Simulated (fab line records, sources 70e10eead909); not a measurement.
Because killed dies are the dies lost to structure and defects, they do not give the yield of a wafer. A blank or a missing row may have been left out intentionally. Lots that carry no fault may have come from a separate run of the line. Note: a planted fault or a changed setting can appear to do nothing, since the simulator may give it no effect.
Chamber matching :: flow nandHarc :: NHARC_A_CONTACT_ETCH_92 on rieDiel-03: 4 sister chambers
The step etches the open film in CH3F/O2, target depth 40 nm, time 85.7 s. 8 wafers are shown with their chamber, then 11 later ones without.

== WAFERS WITH THEIR CHAMBER ==
wafer: L771.4
chamber: 3
showerheadPlenumPTorr (Torr): 2.58
drypumpMotorCurrentA (A): 6.20

wafer: L773.4
chamber: 3
showerheadPlenumPTorr (Torr): 2.58
drypumpMotorCurrentA (A): 6.18

wafer: L775.3
chamber: 0
showerheadPlenumPTorr (Torr): 2.30
drypumpMotorCurrentA (A): 5.74

wafer: L775.5
chamber: 1
showerheadPlenumPTorr (Torr): 2.58
drypumpMotorCurrentA (A): 6.35

wafer: L782.1
chamber: 0
showerheadPlenumPTorr (Torr): 2.30
drypumpMotorCurrentA (A): 5.72

wafer: L782.2
chamber: 1
showerheadPlenumPTorr (Torr): 2.58
drypumpMotorCurrentA (A): 6.38

wafer: L782.5
chamber: 2
showerheadPlenumPTorr (Torr): 2.29
drypumpMotorCurrentA (A): 5.96

wafer: L783.1
chamber: 2
showerheadPlenumPTorr (Torr): 2.28
drypumpMotorCurrentA (A): 6.02

== WAFERS WITHOUT THEIR CHAMBER ==
wafer: L783.2
showerheadPlenumPTorr (Torr): 2.57
drypumpMotorCurrentA (A): 6.14

wafer: L783.4
showerheadPlenumPTorr (Torr): 2.30
drypumpMotorCurrentA (A): 5.71

wafer: L784.1
showerheadPlenumPTorr (Torr): 2.57
drypumpMotorCurrentA (A): 6.12

wafer: L784.5
showerheadPlenumPTorr (Torr): 2.28
drypumpMotorCurrentA (A): 6.02

wafer: L784.6
showerheadPlenumPTorr (Torr): 2.57
drypumpMotorCurrentA (A): 6.18

wafer: L787.1
showerheadPlenumPTorr (Torr): 2.58
drypumpMotorCurrentA (A): 6.39

wafer: L787.3
showerheadPlenumPTorr (Torr): 2.29
drypumpMotorCurrentA (A): 5.75

wafer: L787.6
showerheadPlenumPTorr (Torr): 2.28
drypumpMotorCurrentA (A): 6.03

wafer: L788.1
showerheadPlenumPTorr (Torr): 2.57
drypumpMotorCurrentA (A): 6.16

wafer: L788.2
showerheadPlenumPTorr (Torr): 2.58
drypumpMotorCurrentA (A): 6.35

wafer: L788.4
showerheadPlenumPTorr (Torr): 2.29
drypumpMotorCurrentA (A): 5.73

== EACH ONE'S CHAMBER ==
wafer: L783.2
from the rows above: 3
in truth: 3

wafer: L783.4
from the rows above: 0
in truth: 0

wafer: L784.1
from the rows above: 3
in truth: 3

wafer: L784.5
from the rows above: 2
in truth: 2

wafer: L784.6
from the rows above: 3
in truth: 3

wafer: L787.1
from the rows above: 1
in truth: 1

wafer: L787.3
from the rows above: 0
in truth: 0

wafer: L787.6
from the rows above: 2
in truth: 2

wafer: L788.1
from the rows above: 3
in truth: 3

wafer: L788.2
from the rows above: 1
in truth: 1

wafer: L788.4
from the rows above: 0
in truth: 0
11 of 11 placed correctly. Left unplaced by these rows: 0. 0 placed wrongly.
How it was worked out, from the rows above alone: a wafer's distance from a chamber is the root of the sum, over the readings, of the square of ((its reading less the chamber's mean) divided by the reading's scatter). The wafer belongs to the nearest chamber; if the next one is less than 2 further off, it can't be placed. Each chamber's mean is taken over the wafers shown for it. The scatter: take each reading less its chamber's mean, square it, sum over the shown wafers, divide by the number of wafers less the number of chambers, and take the root.
